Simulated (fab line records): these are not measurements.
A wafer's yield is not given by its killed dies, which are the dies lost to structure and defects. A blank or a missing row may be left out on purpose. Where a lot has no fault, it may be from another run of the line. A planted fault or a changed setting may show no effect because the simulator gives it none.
fab line records ; flow nandHarc
record: lots: 7; wafers: 21; lastDay: 22
route steps=1159 shown A_SLIT@799 A_SIN_REMOVE@804 A_WL_FILL@809 END@1159
lots with no fault: from the same line, run without faults
startH: hours from the record's first day to the start of the lot's first wafer shown ; waitH: hours from the lot's prior step to this one ; " identical to the entry in the row above ; L1.1+2: a row that stands for several wafers ; - no value present, or no start provided ; * or withheld: withheld ; < > ~ a bound
route shown NAME@n: a module of which the file shows steps, and the number in the route of the first ; usual: mean/standard deviation taken from wafers without a fault ; same: alike in all rows ; chamber/n: place in a boat ; sites: each site's reading ; _std_site: standard deviation of those values ; _edge_site: the outer-site mean with the inner-site mean subtracted ; radiusMm: how far each site lies from the wafer's centre ; mask NAME#n: copy n ; behind: tool/chamber where the wafer was last shaped ; hold: what put the lot on hold/how long, in hours/how the hold closed ; device: transistor that didn't switch, given as n, p or np ; end of line: the tests these same wafers got at the end of their route ; for a step that has no rows: nothing shown but its recipe ; killed: dies lost to structure and defects at the first sort, not the wafer's yield ; map: a wafer's dies, x killed, . not, _ none there
set.NAME: setting as actually run; set.NAME@STEP: the setting as run at that earlier step ; model.NAME: the simulator's own value behind a step, which no gauge read
a table for each step, a row for each wafer; lots at some steps of the route
services: the hour from which a tool's chamber was out of use, counted from the record's first day as startH (under 0 if before that day), plus the number of hours and why
== steps ==
step: NHARC_A_SLIT_ETCH_29
recipe: targetDepthA: 1000; overetchA: 100; timeS: 55; ionEnergyEv: 100; cf4FlowSccm: 80; o2FlowSccm: 20; arFlowSccm: 0; rfW: 300; biasW: 100; chemistry: CF4/O2
usual: drypumpMotorCurrentA: 6.0/0.36; oesProductAu: 0.999/0.007; rfFwdPowerW: 297.3/1.2; rfVppV: 197.8/1.5; showerheadPlenumPTorr: 1.34/0.064; throttleValvePct: 13.397/0.0094
lot.wafer;tool;chamber;startH;waitH;drypumpMotorCurrentA;oesProductAu;rfFwdPowerW;rfHoursCounterH;rfVppV;showerheadPlenumPTorr;throttleValvePct
L351.1;rieDiel-08;1;315.35;0.1;6.3;0.995;297.7;0.3;198.1;1.42;13.408
L351.2;rieDiel-08;2;315.35;0.1;5.6;1.001;298.2;0.5;196.3;1.26;13.391
L351.4;rieDiel-08;0;315.35;0.1;5.7;1.001;297.2;0.3;196.1;1.27;13.409
L354.1;rieDiel-08;0;324.76;0.1;5.7;0.998;296.1;0.6;196.2;1.27;13.408
L354.4;rieDiel-08;2;324.76;0.1;5.6;1.004;298.0;0.9;196.5;1.26;13.402
L354.6;rieDiel-08;1;324.76;0.1;6.3;0.996;296.7;-;198.8;1.42;13.395
L358.2;rieDiel-13;0;376.27;0.1;6.1;1.006;295.9;6.6;195.8;1.25;13.401
L358.3;rieDiel-13;3;376.27;0.1;6.6;1.007;296.8;7.5;198.5;1.34;13.406
L358.5;rieDiel-13;1;376.27;0.1;5.6;0.994;298.8;-;197.0;1.29;13.386
L359.1;rieDiel-11;0;377.42;0.1;5.7;0.984;296.6;0.1;197.2;1.29;13.404
L359.5;rieDiel-11;2;377.42;0.1;5.8;1.001;298.0;-;196.9;1.29;13.402
L359.6;rieDiel-11;3;377.42;0.1;6.4;1.000;297.2;-;199.2;1.35;13.407
L361.3;rieDiel-13;2;386.18;0.1;6.4;1.000;297.0;7.9;200.0;1.40;13.398
L361.6;rieDiel-13;1;386.18;0.1;5.6;0.988;298.9;-;197.8;1.29;13.397
L361.5;rieDiel-13;2;386.18;0.1;6.3;1.010;297.1;-;199.8;1.40;13.420
L365.3;rieDiel-13;0;396.12;0.1;6.0;0.998;297.2;8.1;195.9;1.25;13.394
L365.5;rieDiel-13;1;396.12;0.1;5.6;0.999;297.2;-;196.3;1.29;13.406
L365.6;rieDiel-13;2;396.12;0.1;6.3;0.994;296.6;-;198.9;1.40;13.413
L367.2;rieDiel-11;0;413.38;0.1;5.7;0.993;295.2;2.6;198.0;1.29;13.389
L367.3;rieDiel-11;1;413.38;0.1;5.5;0.992;298.0;2.3;198.8;1.41;13.405
L367.5;rieDiel-11;0;413.38;0.1;5.7;0.995;297.0;-;197.0;1.29;13.400
step: NHARC_A_SLIT_STRIP_18
recipe: o2FlowSccm: 500; arFlowSccm: 0; biasW: 0; chemistry: O2
usual: drypumpMotorCurrentA: 6.0/0.35; oesProductAu: 1.000/0.0081; rfVppV: 57.9/0.82; showerheadPlenumPTorr: 3.53/0.16; throttleValvePct: 17.038/0.0091
lot.wafer;tool;chamber;startH;waitH;drypumpMotorCurrentA;oesProductAu;rfHoursCounterH;rfVppV;showerheadPlenumPTorr;throttleValvePct
L351.1;rieDiel-08;2;-;-;5.6;1.005;0.6;58.1;3.34;17.040
L351.4;rieDiel-08;0;-;-;5.7;0.997;0.3;58.0;3.36;17.028
L351.2;rieDiel-08;1;-;-;6.3;0.990;0.3;58.5;3.75;17.042
L354.1;rieDiel-08;3;-;-;6.2;0.999;0.8;58.4;3.78;17.045
L354.4;rieDiel-08;2;-;-;5.6;0.997;1.0;56.7;3.34;17.040
L354.6;rieDiel-08;0;-;-;5.7;0.997;-;57.9;3.36;17.027
L358.2;rieDiel-13;2;-;-;6.4;1.014;7.2;58.2;3.68;17.038
L358.3;rieDiel-13;3;-;-;6.5;1.021;7.6;56.4;3.55;17.033
L358.5;rieDiel-13;1;-;-;5.7;1.005;-;57.2;3.41;17.038
L359.1;rieDiel-11;0;-;-;5.7;0.992;0.1;56.7;3.42;17.042
L359.5;rieDiel-11;3;-;-;6.5;1.002;-;57.8;3.57;17.032
L359.6;rieDiel-11;0;-;-;5.7;0.996;-;58.2;3.42;17.032
L361.3;rieDiel-13;2;-;-;6.4;0.984;7.9;58.3;3.68;17.026
L361.6;rieDiel-13;0;-;-;6.1;1.002;-;57.0;3.31;17.052
L361.5;rieDiel-13;1;-;-;5.6;0.989;-;58.1;3.41;17.058
L365.3;rieDiel-13;2;-;-;6.4;1.004;9.0;58.3;3.68;17.029
L365.5;rieDiel-13;3;-;-;6.5;1.015;-;58.9;3.55;17.041
L365.6;rieDiel-13;0;-;-;6.1;0.996;-;58.8;3.31;17.017
L367.3;rieDiel-11;2;-;-;5.8;1.003;3.1;58.7;3.42;17.039
L367.2;rieDiel-11;3;-;-;6.4;1.003;2.4;57.9;3.57;17.033
L367.5;rieDiel-11;1;-;-;5.5;0.996;-;58.2;3.72;17.037
step: NHARC_A_SLIT_PRECLEAN_19
recipe: timeS: *; tempC: 50; bathAgeMin: 0; chemistry: SC1
step: NHARC_A_SLIT_SRD_20
step: NHARC_A_SLIT_CD_MEAS_21
usual: cdNm: 289.4/0.85
lot.wafer;tool;chamber;startH;waitH;cdNm
L351.1;cdSem-01;-;315.89;-;290.4
L351.2;cdSem-01;-;315.89;-;290.9
L351.4;cdSem-01;-;315.89;-;289.5
L354.1;cdSem-01;-;325.29;-;290.2
L354.4;cdSem-01;-;325.29;-;290.7
L354.6;cdSem-01;-;325.29;-;289.7
L358.2;cdSem-03;-;376.81;-;290.2
L358.3;cdSem-03;-;376.81;-;289.6
L358.5;cdSem-03;-;376.81;-;290.2
L359.1;cdSem-02;-;377.94;-;289.5
L359.5;cdSem-02;-;377.94;-;289.6
L359.6;cdSem-02;-;377.94;-;289.8
L361.3;cdSem-03;-;386.71;-;287.9
L361.5;cdSem-03;-;386.71;-;287.6
L361.6;cdSem-03;-;386.71;-;289.1
L365.3;cdSem-01;-;396.64;-;289.5
L365.5;cdSem-01;-;396.64;-;290.0
L365.6;cdSem-01;-;396.64;-;290.1
L367.2;cdSem-03;-;413.92;-;289.2
L367.3;cdSem-03;-;413.92;-;288.8
L367.5;cdSem-03;-;413.92;-;289.6
step: NHARC_A_SIN_REMOVE_WET_00
recipe: tempC: 160; timeS: 15300; chemistry: H3PO4
step: NHARC_A_SIN_REMOVE_PRECLEAN_01
recipe: timeS: *; tempC: 50; bathAgeMin: 0; chemistry: SC1
step: NHARC_A_SIN_REMOVE_SRD_02
step: NHARC_A_SIN_REMOVE_INSPECT_04
usual: rawDefectCount: 307/85
lot.wafer;tool;chamber;startH;waitH;rawDefectCount
L351.1;defectInspect-01;-;323.67;0.0;236
L351.2;defectInspect-01;-;323.67;0.0;218
L351.4;defectInspect-01;-;323.67;0.0;336
L354.1;defectInspect-02;-;332.82;0.1;327
L354.4;defectInspect-02;-;332.82;0.1;354
L354.6;defectInspect-02;-;332.82;0.1;353
L358.2;defectInspect-02;-;382.84;0.1;316
L358.3;defectInspect-02;-;382.84;0.1;285
L358.5;defectInspect-02;-;382.84;0.1;260
L359.1;defectInspect-02;-;385.60;0.0;292
L359.5;defectInspect-02;-;385.60;0.0;354
L359.6;defectInspect-02;-;385.60;0.0;232
L361.3;defectInspect-02;-;394.39;0.0;240
L361.5;defectInspect-02;-;394.39;0.0;237
L361.6;defectInspect-02;-;394.39;0.0;230
L365.3;defectInspect-01;-;402.78;0.0;234
L365.5;defectInspect-01;-;402.78;0.0;310
L365.6;defectInspect-01;-;402.78;0.0;331
L367.2;defectInspect-02;-;419.90;0.0;220
L367.3;defectInspect-02;-;419.90;0.0;262
L367.5;defectInspect-02;-;419.90;0.0;420
step: NHARC_A_WL_FILL_ALD_00
recipe: targetThkA: 30; pulseTimeS: 3; aldCycles: 30; tempC: 300; material: Al2O3
usual: aldCycles: 30/0; heaterPowerW: 436/42; precursorPulseHeightRel: 0.996/0.019
same: pulseTimeS: 3
lot.wafer;tool;chamber;startH;waitH;aldCycles;heaterPowerW;precursorPulseHeightRel
L351.4;aldHk-04;3;323.74;0.1;30;444;1.010
L351.1;aldHk-04;1;323.74;0.1;30;452;1.009
L351.2;aldHk-04;2;323.74;0.1;30;452;0.960
L354.4;aldHk-02;2;332.93;0.1;30;418;0.987
L354.1;aldHk-02;3;332.93;0.1;30;477;0.977
L354.6;aldHk-02;1;332.93;0.1;30;442;0.982
L358.3;aldHk-02;3;383.11;0.3;30;480;1.017
L358.2;aldHk-02;0;383.11;0.3;30;388;1.000
L358.5;aldHk-02;2;383.11;0.3;30;425;1.014
L359.1;aldHk-03;0;385.66;0.1;30;316;0.997
L359.6;aldHk-03;0;385.66;0.1;30;318;0.977
L359.5;aldHk-03;1;385.66;0.1;30;432;0.998
L361.3;aldHk-03;1;394.46;0.1;30;442;0.984
L361.6;aldHk-03;1;394.46;0.1;30;430;0.988
L361.5;aldHk-03;2;394.46;0.1;30;485;1.007
L365.3;aldHk-02;1;404.45;1.7;30;454;0.988
L365.5;aldHk-02;0;404.45;1.7;30;383;1.021
L365.6;aldHk-02;1;404.45;1.7;30;453;1.004
L367.3;aldHk-02;0;420.13;0.2;30;384;0.989
L367.2;aldHk-02;2;420.13;0.2;30;420;0.975
L367.5;aldHk-02;0;420.13;0.2;30;377;1.004
step: NHARC_A_WL_FILL_RTA_01
recipe: tempC: 1000; timeS: 5
usual: lampPowerPct: 31/3.6; lamp_zone_5_pct: 31/3.6; wafer_temp_C_max: 1005.1/1.4
lot.wafer;tool;chamber;startH;waitH;lampPowerPct;lamp_zone_5_pct;wafer_temp_C_max
L351.1;rtpAnneal-01;0;324.17;-;34;34;1006.8
L351.2;rtpAnneal-01;0;324.17;-;34;34;1006.1
L351.4;rtpAnneal-01;0;324.17;-;34;34;1004.1
L354.1;rtpAnneal-01;0;333.14;-;34;34;1005.5
L354.4;rtpAnneal-01;0;333.14;-;34;34;1006.1
L354.6;rtpAnneal-01;0;333.14;-;34;34;1006.2
L358.2;rtpAnneal-01;0;383.34;-;34;34;1006.5
L358.3;rtpAnneal-01;0;383.34;-;34;34;1004.4
L358.5;rtpAnneal-01;0;383.34;-;34;34;1004.2
L359.1;rtpAnneal-01;0;385.93;-;34;34;1007.8
L359.5;rtpAnneal-01;0;385.93;-;34;34;1008.3
L359.6;rtpAnneal-01;0;385.93;-;34;34;1005.0
L361.3;rtpAnneal-02;0;394.77;-;26;26;1005.1
L361.5;rtpAnneal-02;0;394.77;-;26;26;1005.7
L361.6;rtpAnneal-02;0;394.77;-;26;26;1003.5
L365.3;rtpAnneal-02;0;404.74;-;26;26;1003.8
L365.5;rtpAnneal-02;0;404.74;-;26;26;1004.2
L365.6;rtpAnneal-02;0;404.74;-;26;26;1003.9
L367.2;rtpAnneal-01;0;420.42;-;34;34;1006.7
L367.3;rtpAnneal-01;0;420.42;-;34;34;1005.7
L367.5;rtpAnneal-01;0;420.42;-;34;34;1005.1
step: NHARC_A_WL_FILL_ALD_02
recipe: targetThkA: 20; pulseTimeS: 3; aldCycles: 100; tempC: 450; material: TiN
usual: aldCycles: 100/0; heaterPowerW: 1088/110; precursorPulseHeightRel: 1.000/0.019
same: pulseTimeS: 3
lot.wafer;tool;chamber;startH;waitH;aldCycles;heaterPowerW;precursorPulseHeightRel
L351.2;aldMetal-04;0;324.41;0.2;100;946;1.002
L351.4;aldMetal-04;2;324.41;0.2;100;1055;0.990
L351.1;aldMetal-04;3;324.41;0.2;100;1212;0.971
L354.4;aldMetal-03;1;333.42;0.2;100;923;1.014
L354.1;aldMetal-03;2;333.42;0.2;100;1318;1.007
L354.6;aldMetal-03;3;333.42;0.2;100;1084;1.015
L358.3;aldMetal-04;0;383.56;0.2;144;966;0.977
L358.2;aldMetal-04;1;383.56;0.2;100;1024;1.008
L358.5;aldMetal-04;0;383.56;0.2;144;970;1.010
L359.1;aldMetal-04;0;386.22;0.3;144;995;0.968
L359.5;aldMetal-04;2;386.22;0.3;100;1046;1.011
L359.6;aldMetal-04;3;386.22;0.3;100;1197;0.989
L361.3;aldMetal-04;0;394.93;0.1;144;1001;1.013
L361.5;aldMetal-04;0;394.93;0.1;144;1004;1.007
L361.6;aldMetal-04;1;394.93;0.1;100;996;1.010
L365.3;aldMetal-03;0;404.90;0.1;100;1080;0.996
L365.6;aldMetal-03;0;404.90;0.1;100;1081;0.989
L365.5;aldMetal-03;1;404.90;0.1;100;926;0.996
L367.3;aldMetal-01;1;420.65;0.2;100;1093;1.007
L367.2;aldMetal-01;2;420.65;0.2;100;1115;1.012
L367.5;aldMetal-01;0;420.65;0.2;100;1029;0.976
step: NHARC_END_SORT_01
recipe: tempC: 25
usual: killedAtArray: 28/8.9; killedAtOther: 0.8/1.2; killedAtPeriphery: 3.3/2.3; killedDies: 32/9.4; killedOpen: 3.2/1.8; killedShort: 1.9/1.4
same: grossDies: 677
lot.wafer;tool;chamber;startH;waitH;killedAtArray;killedAtOther;killedAtPeriphery;killedDies;killedOpen;killedShort
L351.1;prober-01;0;448.75;2.5;16;1;3;20;2;2
L351.2;prober-01;0;449.55;2.8;19;1;2;22;0;4
L351.4;prober-01;0;451.14;3.4;18;1;3;22;4;1
L354.1;prober-01;0;456.58;2.5;28;1;4;33;4;3
L354.4;prober-01;0;458.93;3.4;30;1;2;33;3;0
L354.6;prober-01;0;460.50;3.9;30;1;2;33;7;3
L358.2;prober-02;0;495.57;2.8;26;0;8;34;10;7
L358.3;prober-02;0;496.37;3.1;29;0;4;33;3;1
L358.5;prober-02;0;497.98;3.7;23;0;6;29;3;0
L361.3;prober-01;0;504.35;3.1;41;2;5;48;4;4
L361.5;prober-01;0;505.97;3.8;46;0;0;46;3;2
L361.6;prober-01;0;506.78;4.1;32;1;0;33;0;2
L359.1;prober-02;0;510.43;2.5;31;0;5;36;5;1
L359.5;prober-02;0;513.64;3.7;37;0;3;40;4;0
L359.6;prober-02;0;514.44;4.0;25;0;6;31;4;1
L365.3;prober-01;0;519.12;3.1;31;0;2;33;3;2
L365.5;prober-01;0;520.70;3.7;23;0;1;24;4;1
L365.6;prober-01;0;521.49;4.0;33;2;1;36;4;2
L367.2;prober-01;0;533.84;2.8;38;0;8;46;4;2
L367.3;prober-01;0;534.65;3.1;34;1;2;37;3;1
L367.5;prober-01;0;536.26;3.7;31;5;3;39;1;4
killed by level:class
L351.1 A_SLIT:chamberFilmFlake=11 A_STAIRCASE:chamberFilmFlake=2 P_CONTACT:geometricParticle:open=1 P_M0:geometricParticle:short=1 A_WL_FILL:geometricParticle:short=1 STARTING-WAFER:geometricParticle:open=1 P_M1:chamberFilmFlake=1 A_CHANNEL_HOLE_D1:chamberFilmFlake=1
L351.2 A_SLIT:chamberFilmFlake=13 A_WL_FILL:geometricParticle:short=2 A_CHANNEL_FILL_D1:chamberFilmFlake=2 P_GATE:geometricParticle:short=1 P_M1:geometricParticle:short=1 A_STAIRCASE:chamberFilmFlake=1 A_CONTACT:chamberFilmFlake=1 THIN_TSV:chamberFilmFlake=1
L351.4 A_SLIT:chamberFilmFlake=11 A_CONTACT:geometricParticle:open=2 P_CONTACT:geometricParticle:open=1 A_CHANNEL_HOLE_D1:geometricParticle:short=1 A_CHANNEL_FILL_D1:geometricParticle:open=1 P_STI:chamberFilmFlake=1 P_M1:chamberFilmFlake=1 A_CHANNEL_HOLE_D1:chamberFilmFlake=1
L354.1 A_CHANNEL_HOLE_D1:chamberFilmFlake=10 A_SLIT:chamberFilmFlake=8 A_STAIRCASE:chamberFilmFlake=3 A_CONTACT:chamberFilmFlake=2 P_GATE:geometricParticle:open=1 P_M0:geometricParticle:open=1 A_CHANNEL_HOLE_D1:geometricParticle:short=1 A_CHANNEL_FILL_D1:geometricParticle:short=1
L354.4 A_CHANNEL_HOLE_D1:chamberFilmFlake=14 A_SLIT:chamberFilmFlake=11 A_CONTACT:geometricParticle:open=2 A_WL_FILL:geometricParticle:open=1 P_STI:chamberFilmFlake=1 P_BONDPAD:chamberFilmFlake=1 A_CHANNEL_FILL_D1:chamberFilmFlake=1 A_STAIRCASE:chamberFilmFlake=1
L354.6 A_CHANNEL_HOLE_D1:chamberFilmFlake=12 A_SLIT:chamberFilmFlake=6 A_CONTACT:geometricParticle:open=3 A_CONTACT:chamberFilmFlake=3 A_WL_FILL:geometricParticle:open=2 P_CONTACT:geometricParticle:short=1 A_WL_FILL:geometricParticle:short=1 A_CONTACT:geometricParticle:short=1
L358.2 A_CHANNEL_HOLE_D1:chamberFilmFlake=10 P_M0:geometricParticle:open=3 P_GATE:geometricParticle:short=2 A_CHANNEL_FILL_D1:geometricParticle:short=2 A_WL_FILL:geometricParticle:open=2 A_ZERO_WELL:chamberFilmFlake=2 P_CONTACT:geometricParticle:open=1 A_ONON_D1:geometricParticle:open=1
L358.3 A_CHANNEL_HOLE_D1:chamberFilmFlake=19 A_STAIRCASE:chamberFilmFlake=5 P_M0:chamberFilmFlake=2 P_M0:geometricParticle:short=1 A_WL_FILL:geometricParticle:open=1 A_CONTACT:geometricParticle:open=1 A_BLC:geometricParticle:open=1 P_STI:chamberFilmFlake=1
L358.5 A_CHANNEL_HOLE_D1:chamberFilmFlake=18 P_ZERO_WELL:chamberFilmFlake=2 A_CONTACT:chamberFilmFlake=2 P_STI:geometricParticle:open=1 P_GATE:geometricParticle:open=1 A_CHANNEL_FILL_D1:geometricParticle:open=1 P_STI:chamberFilmFlake=1 P_M0:chamberFilmFlake=1
L361.3 A_CHANNEL_HOLE_D1:chamberFilmFlake=14 A_SLIT:chamberFilmFlake=10 A_STAIRCASE:chamberFilmFlake=6 A_CONTACT:geometricParticle:open=4 P_CONTACT:chamberFilmFlake=4 A_ONON_D1:geometricParticle:short=2 A_CONTACT:chamberFilmFlake=2 THIN_TSV:chamberFilmFlake=2
L361.5 A_CHANNEL_HOLE_D1:chamberFilmFlake=18 A_SLIT:chamberFilmFlake=12 A_STAIRCASE:chamberFilmFlake=7 A_CONTACT:chamberFilmFlake=4 A_WL_FILL:geometricParticle:open=2 A_ONON_D1:geometricParticle:short=1 A_STAIRCASE:geometricParticle:open=1 A_CONTACT:geometricParticle:short=1
L361.6 A_CHANNEL_HOLE_D1:chamberFilmFlake=14 A_SLIT:chamberFilmFlake=10 A_STAIRCASE:chamberFilmFlake=3 A_CHANNEL_FILL_D1:geometricParticle:short=2 A_CONTACT:chamberFilmFlake=2 A_BLC:chamberFilmFlake=1 THIN_TSV:chamberFilmFlake=1
L359.1 A_SLIT:chamberFilmFlake=18 A_CHANNEL_HOLE_D1:chamberFilmFlake=5 A_CONTACT:geometricParticle:open=2 P_STI:chamberFilmFlake=2 A_STAIRCASE:chamberFilmFlake=2 P_STI:geometricParticle:short=1 P_CONTACT:geometricParticle:open=1 A_SGD_CUT:geometricParticle:open=1
L359.5 A_SLIT:chamberFilmFlake=20 A_CHANNEL_HOLE_D1:chamberFilmFlake=9 A_CONTACT:chamberFilmFlake=3 P_M0:geometricParticle:open=2 A_STAIRCASE:chamberFilmFlake=2 A_CHANNEL_FILL_D1:geometricParticle:open=1 A_CONTACT:geometricParticle:open=1 P_GATE:chamberFilmFlake=1
L359.6 A_SLIT:chamberFilmFlake=14 A_CHANNEL_HOLE_D1:chamberFilmFlake=4 P_M1:geometricParticle:open=3 A_STAIRCASE:chamberFilmFlake=3 P_M0:geometricParticle:open=1 A_ONON_D1:geometricParticle:short=1 P_GATE:chamberFilmFlake=1 P_M0:chamberFilmFlake=1
L365.3 A_CHANNEL_HOLE_D1:chamberFilmFlake=18 A_CONTACT:chamberFilmFlake=4 A_STAIRCASE:chamberFilmFlake=3 A_M1:chamberFilmFlake=2 P_CONTACT:geometricParticle:open=1 P_M0:geometricParticle:short=1 A_SOURCE_PLATE:geometricParticle:short=1 A_CONTACT:geometricParticle:open=1
L365.5 A_CHANNEL_HOLE_D1:chamberFilmFlake=12 A_STAIRCASE:chamberFilmFlake=3 A_CONTACT:geometricParticle:open=2 A_WL_FILL:chamberFilmFlake=2 A_CONTACT:chamberFilmFlake=2 P_GATE:geometricParticle:open=1 A_ONON_D1:geometricParticle:open=1 A_CONTACT:geometricParticle:short=1
L365.6 A_CHANNEL_HOLE_D1:chamberFilmFlake=19 A_STAIRCASE:chamberFilmFlake=7 A_CONTACT:chamberFilmFlake=2 P_M0:geometricParticle:open=1 A_ONON_D1:geometricParticle:open=1 A_CHANNEL_FILL_D1:geometricParticle:short=1 A_WL_FILL:geometricParticle:short=1 A_CONTACT:geometricParticle:open=1
L367.2 A_CHANNEL_HOLE_D1:chamberFilmFlake=24 P_GATE:chamberFilmFlake=6 A_CONTACT:chamberFilmFlake=4 A_ONON_D1:geometricParticle:short=2 A_STAIRCASE:chamberFilmFlake=2 A_WL_FILL:chamberFilmFlake=2 A_SOURCE_PLATE:geometricParticle:open=1 A_WL_FILL:geometricParticle:open=1
L367.3 A_CHANNEL_HOLE_D1:chamberFilmFlake=22 A_STAIRCASE:chamberFilmFlake=3 A_CONTACT:chamberFilmFlake=3 A_WL_FILL:geometricParticle:open=2 A_CHANNEL_FILL_D1:geometricParticle:short=1 A_BLC:geometricParticle:open=1 P_STI:chamberFilmFlake=1 P_GATE:chamberFilmFlake=1
L367.5 A_CHANNEL_HOLE_D1:chamberFilmFlake=22 THIN_TSV:chamberFilmFlake=5 A_STAIRCASE:chamberFilmFlake=3 P_GATE:chamberFilmFlake=2 P_M0:geometricParticle:short=1 A_SOURCE_PLATE:geometricParticle:short=1 A_ONON_D1:geometricParticle:short=1 A_CHANNEL_HOLE_D1:geometricParticle:short=1
== services ==
tool;chamber;startH;hours;kind
rieDiel-13;3;298.41;2.6;repair
rtpAnneal-02;-;300.00;12.0;pm
rieDiel-08;-;301.84;9.0;pm
aldHk-02;-;302.03;10.0;pm
aldMetal-01;3;306.53;41.7;repair
rieDiel-13;0;309.50;-;clean
rieDiel-13;1;309.50;-;clean
rieDiel-13;2;309.50;-;clean
rieDiel-13;3;309.50;-;clean
aldMetal-03;-;322.00;10.0;pm
rieDiel-08;3;325.89;2.3;repair
aldMetal-03;-;332.21;0.8;repair
rieDiel-13;0;334.00;-;clean
rieDiel-13;0;347.00;20.1;repair
rieDiel-13;2;350.29;2.4;repair
rieDiel-11;-;366.50;9.0;pm
aldHk-04;-;374.13;10.0;pm
rieDiel-13;0;378.55;2.0;repair
aldMetal-03;0;385.25;9.9;repair
rieDiel-08;0;392.92;10.2;repair
rieDiel-13;2;398.01;4.8;repair
rieDiel-11;3;401.69;8.5;repair
aldMetal-04;-;406.00;10.0;pm
aldHk-04;-;409.68;0.7;repair
== key ==
firstSign: step: NHARC_A_WL_FILL_ALD_02; reading: aldCycles; direction: up; sigmas: 99+; usual: 100; struck: 144
effect none on later readings
metAt NHARC_A_WL_FILL_ALD_02
struckWafers L358.3,L358.5,L359.1,L361.3,L361.5
testerLeftOut L358,L359,L361
onsetBetween 324.41 383.56
fault: kind: processParameterDrift; tool: aldMetal-04; chamber: 0; onsetH: 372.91; steps: NHARC_A_WL_FILL_ALD_02; channel: aldCycles; offset: 44; shape: step; endH: 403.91; actsIn: theseRecipesOnly; stated: 100
testerLeftOut: of these lots the tester's yield and bins aren't shown, on N5 and GAA mostly nor the transistor test; their killed dies are dies lost to structure and defects alone, not to doping, threshold or leakage, so they don't give the yield
